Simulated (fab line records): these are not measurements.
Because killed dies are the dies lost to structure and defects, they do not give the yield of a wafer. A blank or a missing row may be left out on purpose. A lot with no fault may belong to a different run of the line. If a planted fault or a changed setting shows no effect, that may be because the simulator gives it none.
The tool behind it: which one?    flow nandHarc    Sampling: 24 lots, 72 wafers, 6 of 1302 route steps

WHAT EACH GAUGE READ, for each wafer
The record holds no reading of a measuring or inspecting step that can be judged against a usual standard deviation.

EACH LOT AND THE TOOL THAT RAN IT (in order: tool; ch and the chambers of the sampled wafers; start)
lot   NHARC_A_STAIRCASE_CMP_152      NHARC_A_STAIRCASE_DEP_471        NHARC_A_SLIT_DEP_23              NHARC_A_SLIT_ETCH_17             NHARC_A_WL_FILL_CVD_03        NHARC_A_WL_FILL_CMP_12
L074  cmp-01 ch 0,1,2, day 19 03:01  pecvd-01 ch 0,1,2, day 19 04:10  pecvd-01 ch 0,1,2, day 19 16:33  harEtch-01 ch 0,1, day 19 20:25  cvdW-02 ch 0,1, day 20 07:21  cmp-03 ch 2,3, day 20 23:59
L075  cmp-01 ch 2,3, day 19 12:12    pecvd-03 ch 0,1, day 19 13:23    pecvd-01 ch 0,2, day 20 01:55    harEtch-01 ch 0,1, day 20 07:23  cvdW-02 ch 0,1, day 20 19:33  cmp-03 ch 0,2,3, day 21 13:51
L076  cmp-02 ch 1,2,3, day 19 12:35  pecvd-03 ch 0,2, day 19 13:42    pecvd-01 ch 0,1, day 20 02:05    harEtch-02 ch 0,1, day 20 07:03  cvdW-01 ch 0,1, day 20 19:30  cmp-03 ch 0,1,3, day 21 13:39
L078  cmp-02 ch 1,3, day 20 04:10    pecvd-01 ch 0,1,2, day 20 05:17  pecvd-01 ch 0,1,2, day 20 18:29  harEtch-01 ch 1, day 20 20:26    cvdW-02 ch 0,1, day 21 09:02  cmp-03 ch 0,2, day 22 01:43
L077  cmp-01 ch 0,3, day 20 07:00    pecvd-02 ch 0,2, day 20 08:12    pecvd-04 ch 0,1,2, day 20 22:16  harEtch-02 ch 0,1, day 21 00:50  cvdW-02 ch 0,1, day 21 12:55  cmp-03 ch 0,1,2, day 22 08:56
L079  cmp-01 ch 1,2,3, day 20 10:32  pecvd-03 ch 0,1,2, day 20 11:36  pecvd-02 ch 0,1,2, day 20 22:40  harEtch-01 ch 0,1, day 21 00:47  cvdW-01 ch 0,1, day 21 13:03  cmp-03 ch 0,3, day 22 09:04
L080  cmp-02 ch 1,2,3, day 20 22:10  pecvd-03 ch 0,1,2, day 20 23:16  pecvd-04 ch 0,1,2, day 21 16:19  harEtch-02 ch 0,1, day 21 21:32  cvdW-01 ch 0,1, day 22 09:45  cmp-01 ch 0,2,3, day 23 04:18
L081  cmp-03 ch 0,1,3, day 20 22:49  pecvd-01 ch 1,2, day 20 23:58    pecvd-04 ch 0,1, day 21 14:42    harEtch-02 ch 0,1, day 21 17:40  cvdW-01 ch 0,1, day 22 05:51  cmp-03 ch 1,2, day 22 22:41
L082  cmp-02 ch 1,2, day 22 09:51    pecvd-01 ch 0,2, day 22 11:09    pecvd-02 ch 0,1, day 22 23:48    harEtch-01 ch 0,1, day 23 05:17  cvdW-02 ch 0, day 23 17:27    cmp-03 ch 1,2, day 24 10:52
L083  cmp-03 ch 0,2,3, day 22 09:54  pecvd-03 ch 0,1, day 22 11:08    pecvd-04 ch 1,2, day 22 23:45    harEtch-02 ch 0,1, day 23 01:45  cvdW-02 ch 0,1, day 23 14:29  cmp-01 ch 0,1,3, day 24 06:53
L085  cmp-02 ch 0,2,3, day 23 07:23  pecvd-01 ch 0,1,2, day 23 08:29  pecvd-04 ch 0,2, day 23 20:46    harEtch-01 ch 0,1, day 24 00:05  cvdW-01 ch 0,1, day 24 11:27  cmp-04 ch 0,1,3, day 25 04:08
L084  cmp-01 ch 0,2,3, day 23 07:28  pecvd-03 ch 0,1,2, day 23 08:35  pecvd-04 ch 0,1, day 23 20:34    harEtch-02 ch 0,1, day 23 23:17  cvdW-02 ch 0,1, day 24 11:27  cmp-01 ch 0,1,3, day 25 04:11
L087  cmp-02 ch 1,2, day 24 00:26    pecvd-02 ch 1,2, day 24 01:37    pecvd-02 ch 0,1, day 24 18:58    harEtch-02 ch 0,1, day 24 20:56  cvdW-02 ch 0,1, day 25 09:38  cmp-03 ch 0,1, day 26 04:21
L086  cmp-03 ch 1,2, day 24 00:40    pecvd-02 ch 1,2, day 24 01:49    pecvd-01 ch 0,1, day 24 19:46    harEtch-01 ch 0,1, day 24 22:20  cvdW-01 ch 0,1, day 25 09:51  cmp-01 ch 1,2, day 26 04:21
L088  cmp-01 ch 2,3, day 25 00:38    pecvd-03 ch 0,1, day 25 01:48    pecvd-04 ch 0,1, day 25 17:32    harEtch-02 ch 0,1, day 25 21:26  cvdW-01 ch 0,1, day 26 08:17  cmp-01 ch 1,2,3, day 27 01:00
L089  cmp-02 ch 0,1,2, day 25 00:46  pecvd-01 ch 0,2, day 25 01:52    pecvd-01 ch 0,2, day 25 17:35    harEtch-01 ch 0,1, day 25 21:37  cvdW-02 ch 0,1, day 26 12:56  cmp-04 ch 1,3, day 27 10:03
L091  cmp-01 ch 0,2,3, day 25 10:54  pecvd-02 ch 0,1,2, day 25 12:01  pecvd-04 ch 0,1, day 26 02:01    harEtch-02 ch 0,1, day 26 04:00  cvdW-02 ch 0,1, day 26 16:51  cmp-01 ch 1,3, day 27 06:52
L090  cmp-02 ch 0,1,3, day 25 10:55  pecvd-01 ch 0,1,2, day 25 12:03  pecvd-01 ch 0,2, day 26 02:12    harEtch-01 ch 0,1, day 26 04:25  cvdW-01 ch 0,1, day 26 16:33  cmp-01 ch 1,3, day 27 09:55
L092  cmp-03 ch 0,1,2, day 26 04:06  pecvd-02 ch 0,1,2, day 26 05:20  pecvd-01 ch 0,2, day 26 22:51    harEtch-01 ch 0,1, day 27 01:31  cvdW-01 ch 0,1, day 27 13:43  cmp-04 ch 1,2,3, day 28 07:32
L093  cmp-02 ch 1,2,3, day 27 05:02  pecvd-03 ch 0,1,2, day 27 06:13  pecvd-02 ch 1,2, day 27 19:43    harEtch-02 ch 0,1, day 27 22:25  cvdW-02 ch 0,1, day 28 10:32  cmp-03 ch 0,2,3, day 29 09:10
L095  cmp-01 ch 0,1,2, day 27 05:11  pecvd-01 ch 1,2, day 27 06:22    pecvd-01 ch 0,1,2, day 27 20:04  harEtch-01 ch 0,1, day 28 00:46  cvdW-01 ch 0,1, day 28 13:55  cmp-04 ch 0,1,3, day 29 09:17
L094  cmp-03 ch 1,2,3, day 27 05:26  pecvd-03 ch 0,1,2, day 27 06:39  pecvd-04 ch 0,2, day 27 23:27    harEtch-01 ch 0,1, day 28 05:10  cvdW-02 ch 0,1, day 28 18:32  cmp-01 ch 0,2, day 29 09:25
L096  cmp-01 ch 0,2,3, day 27 23:41  pecvd-03 ch 0,1,2, day 28 00:46  pecvd-04 ch 0,1,2, day 28 17:55  harEtch-01 ch 0,1, day 28 19:55  cvdW-01 ch 0,1, day 29 08:38  cmp-04 ch 0,1,3, day 30 02:16
L097  cmp-03 ch 0,1,2, day 29 00:09  pecvd-03 ch 0,1,2, day 29 01:14  pecvd-02 ch 0,1,2, day 29 18:26  harEtch-02 ch 0,1, day 29 20:49  cvdW-02 ch 0,1, day 30 09:10  cmp-03 ch 1,2,3, day 31 04:16
- NHARC_A_STAIRCASE_CMP_152: polishes.
- NHARC_A_STAIRCASE_DEP_471: deposits SiO2, target thk 100 nm.
- NHARC_A_SLIT_DEP_23: deposits SiON, target thk 100 nm.
- NHARC_A_SLIT_ETCH_17: etches the open film in C4F8/O2/Ar, time 4254.5 s, target depth 20300 nm.
- NHARC_A_WL_FILL_CVD_03: deposits W, target thk 40 nm, time 279 s.
- NHARC_A_WL_FILL_CMP_12: polishes, t overpolish 30 s, target thk 100 nm.

WHAT THE TOOLS THEMSELVES READ (means of the sampled wafers that have a number; where no wafer has one, the mark that the record gives instead)
NHARC_A_STAIRCASE_CMP_152.
lot   tool    motorCurrentA (A)
L074  cmp-01  11.4
L075  cmp-01  11.8
L076  cmp-02  13.0
L078  cmp-02  13.6
L077  cmp-01  12.1
L079  cmp-01  11.7
L080  cmp-02  12.7
L081  cmp-03  12.8
L082  cmp-02  11.9
L083  cmp-03  12.6
L085  cmp-02  12.6
L084  cmp-01  11.6
L087  cmp-02  11.9
L086  cmp-03  12.2
L088  cmp-01  11.4
L089  cmp-02  11.8
L091  cmp-01  11.9
L090  cmp-02  12.8
L092  cmp-03  12.8
L093  cmp-02  12.3
L095  cmp-01  11.8
L094  cmp-03  12.3
L096  cmp-01  11.6
L097  cmp-03  12.7

NHARC_A_STAIRCASE_DEP_471.
lot   tool      heaterPowerW (W)  throttleValvePct (%)
L074  pecvd-01  592               16.0
L075  pecvd-03  489               15.7
L076  pecvd-03  524               15.2
L078  pecvd-01  571               16.1
L077  pecvd-02  585               16.2
L079  pecvd-03  511               15.4
L080  pecvd-03  546               15.4
L081  pecvd-01  495               15.6
L082  pecvd-01  613               16.1
L083  pecvd-03  547               15.6
L085  pecvd-01  531               15.7
L084  pecvd-03  484               15.5
L087  pecvd-02  490               16.2
L086  pecvd-02  591               16.3
L088  pecvd-03  455               15.8
L089  pecvd-01  605               16.4
L091  pecvd-02  506               16.2
L090  pecvd-01  519               15.9
L092  pecvd-02  561               16.1
L093  pecvd-03  592               15.6
L095  pecvd-01  522               15.9
L094  pecvd-03  547               15.6
L096  pecvd-03  550               15.6
L097  pecvd-03  522               15.7

NHARC_A_SLIT_DEP_23.
lot   tool      heaterPowerW (W)
L074  pecvd-01  777
L075  pecvd-01  798
L076  pecvd-01  813
L078  pecvd-01  711
L077  pecvd-04  668
L079  pecvd-02  722
L080  pecvd-04  702
L081  pecvd-04  703
L082  pecvd-02  752
L083  pecvd-04  698
L085  pecvd-04  797
L084  pecvd-04  572
L087  pecvd-02  710
L086  pecvd-01  753
L088  pecvd-04  702
L089  pecvd-01  848
L091  pecvd-04  749
L090  pecvd-01  862
L092  pecvd-01  847
L093  pecvd-02  660
L095  pecvd-01  757
L094  pecvd-04  721
L096  pecvd-04  674
L097  pecvd-02  722

NHARC_A_SLIT_ETCH_17.
lot   tool        drypumpMotorCurrentA (A)  showerheadPlenumPTorr (Torr)  throttleValvePct (%)
L074  harEtch-01  6.1                       3.50                          32.047
L075  harEtch-01  6.1                       3.49                          32.045
L076  harEtch-02  5.5                       3.83                          32.050
L078  harEtch-01  4.9                       3.44                          32.051
L077  harEtch-02  6.0                       3.73                          32.050
L079  harEtch-01  6.2                       3.49                          32.039
L080  harEtch-02  6.0                       3.72                          32.046
L081  harEtch-02  5.5                       3.81                          32.051
L082  harEtch-01  6.1                       3.47                          32.040
L083  harEtch-02  6.0                       3.71                          32.041
L085  harEtch-01  6.1                       3.47                          32.050
L084  harEtch-02  6.0                       3.70                          32.044
L087  harEtch-02  5.5                       3.79                          32.055
L086  harEtch-01  5.5                       3.43                          32.047
L088  harEtch-02  5.5                       3.78                          32.044
L089  harEtch-01  6.1                       3.45                          32.035
L091  harEtch-02  5.5                       3.78                          32.049
L090  harEtch-01  6.1                       3.45                          32.043
L092  harEtch-01  6.1                       3.45                          32.050
L093  harEtch-02  5.5                       3.76                          32.041
L095  harEtch-01  5.6                       3.78                          32.043
L094  harEtch-01  6.1                       3.62                          32.043
L096  harEtch-01  5.6                       3.77                          32.050
L097  harEtch-02  6.0                       3.66                          32.040

NHARC_A_WL_FILL_CVD_03.
lot   tool     heaterPowerW (W)  mfcWf6Sccm (sccm)  throttleValvePct (%)
L074  cvdW-02  479               39.98              7.73
L075  cvdW-02  499               40.07              7.80
L076  cvdW-01  446               40.04              7.86
L078  cvdW-02  496               40.18              7.77
L077  cvdW-02  480               40.08              7.84
L079  cvdW-01  469               39.98              7.91
L080  cvdW-01  479               40.03              7.94
L081  cvdW-01  443               39.81              7.95
L082  cvdW-02  473               39.82              7.77
L083  cvdW-02  485               39.91              7.93
L085  cvdW-01  469               39.98              7.92
L084  cvdW-02  496               40.05              7.98
L087  cvdW-02  501               39.95              8.10
L086  cvdW-01  472               39.89              7.89
L088  cvdW-01  443               40.05              7.89
L089  cvdW-02  502               40.03              7.95
L091  cvdW-02  484               39.99              7.97
L090  cvdW-01  468               39.98              7.96
L092  cvdW-01  464               40.02              7.97
L093  cvdW-02  488               40.10              7.72
L095  cvdW-01  448               40.06              7.95
L094  cvdW-02  487               39.94              7.72
L096  cvdW-01  446               39.94              7.99
L097  cvdW-02  494               39.87              7.62

NHARC_A_WL_FILL_CMP_12.
lot   tool    motorCurrentA (A)  overpolishRunS (s)  timeToEndpointS (s)
L074  cmp-03  12.4               29.997              22.6
L075  cmp-03  12.4               29.987              20.8
L076  cmp-03  12.6               29.998              20.8
L078  cmp-03  12.3               30.002              20.2
L077  cmp-03  13.2               29.997              20.1
L079  cmp-03  12.7               30.000              19.7
L080  cmp-01  11.5               29.988              17.8
L081  cmp-03  12.1               29.998              20.8
L082  cmp-03  11.6               29.992              16.5
L083  cmp-01  12.3               30.007              18.6
L085  cmp-04  11.2               29.997              21.5
L084  cmp-01  12.0               30.000              21.3
L087  cmp-03  13.2               29.996              21.5
L086  cmp-01  11.5               29.993              23.2
L088  cmp-01  11.4               29.997              20.2
L089  cmp-04  11.2               29.999              19.7
L091  cmp-01  12.1               30.000              18.8
L090  cmp-01  11.8               29.994              20.9
L092  cmp-04  11.8               29.989              18.1
L093  cmp-03  12.3               29.988              21.1
L095  cmp-04  11.5               29.998              19.4
L094  cmp-01  12.0               30.002              21.9
L096  cmp-04  11.0               30.006              21.3
L097  cmp-03  11.9               29.997              18.3

THE ANSWER, worked out from the rows above alone
Rule: the lots themselves supply what counts as usual. Put in order of their means at a reading, lots are off if they are a third of the lots or fewer, leave a main group of 4 or more, and stand apart from it by a gap of 3 or more times the standard deviation of the main group's means; of several such gaps the widest counts. The tables above print the reading to a certain number of digits; a main group whose means all agree to those digits is not used. Also off: a lot with no number at a reading for which 4 or more lots have one. Any other lot the step has rows for is counted as sound. After the gauges, taken in route order, come the tools' own readings; for these a lot's mean is taken, as printed above. The first step at which some lot is off is used, and at that step the reading that is off furthest; a lot without a number counts as furthest.
Nothing can be told from this: no lot is off at any reading shown.

WHAT THE SIMULATOR HAD INSERTED
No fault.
